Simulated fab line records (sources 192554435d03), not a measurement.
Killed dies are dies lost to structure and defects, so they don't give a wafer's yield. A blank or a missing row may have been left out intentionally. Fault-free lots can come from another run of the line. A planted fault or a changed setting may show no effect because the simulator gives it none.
Problem report in the 8D (eight disciplines) form, filled by code ; flow n5Finfet ; the parts of the form that need people (team, actions taken, sign-off) are left out

1. THE PROBLEM
Wafers without a fault read 178.3 s, standard deviation 1.5; runLengthS at N5_BEOL_M8_CURE_75 reads a mean of 216.4 s on 5 wafers belonging to 3 lots. That is +25 standard deviations from the usual mean.
The step: cures SiCOH lowk, time 120 s.
Earliest sighting: wafer L662.5 on uvCure-02 at day 12 02:52. The record has a number at this step for 36 wafers belonging to 13 lots. Rule for "out", or "out of limits": more than 4 standard deviations from the usual mean. The rest of the wafers with a number are treated as sound.

2. WHAT IT IS; WHAT IT IS NOT
question;is;is not
which readings at this step;runLengthS;lampPowerPct, wafer_temp_C_max
which lots;L662, L664, L668;L652, L656, L657, L659, L661, L663, L670, L671, L673, L674
which wafers of those lots;L662.5, L664.5, L664.6, L668.5, L668.6;L662.1
read on which tools;uvCure-02;uvCure-01, uvCure-03
when;from day 12 02:52;"up to then (19 sound wafers); but 12 sound wafers of L670, L671, L673, L674 came after"

3. THE SUSPECTS, EACH WITH WHAT RULES IT OUT
Counting: a tool at a process step up to the reading stays a suspect if it ran every lot that is out. Sound lots after the first of them don't rule it out here, since some wafers of a struck lot are sound.
- uvCure-02 at N5_BEOL_M8_CURE_75 (cures SiCOH lowk, time 120 s): kept. It processed each lot that is out (first: L662, day 12 02:52); up to then, its last sound lot is L661 (day 11 12:32). Its own runLengthS readings are out on those wafers.
The count leaves uvCure-02 at N5_BEOL_M8_CURE_75.

4. THE CAUSE (what the simulator had put in)
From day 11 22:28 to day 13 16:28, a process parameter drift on uvCure-02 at N5_BEOL_M8_CURE_75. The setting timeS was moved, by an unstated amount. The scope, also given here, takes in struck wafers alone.
After counting, this tool was the only one left.

5. THE EFFECT CHAIN, in route order
Rows list readings where the struck wafers' mean (over those with a number) sits beyond 3 standard deviations from the usual. Scope: only readings with a usual standard deviation given in the record; hours: median across lots of the time from each lot's start at the first step in this table that gives one to its start at this step; sigmas: change in usual standard deviations.
hours;step;reading;usual;on struck wafers;change;sigmas
0;N5_BEOL_M8_CURE_75;runLengthS;178.3 s;216.4;+38.1;+25
Here are the process steps it includes:
- N5_BEOL_M8_CURE_75: cures SiCOH lowk, time 120 s.

6. HOW IT WOULD HAVE BEEN CAUGHT EARLIER
In this record the first reading out of limits was taken at day 12 02:52, 4 hours after the fault began at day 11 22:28.
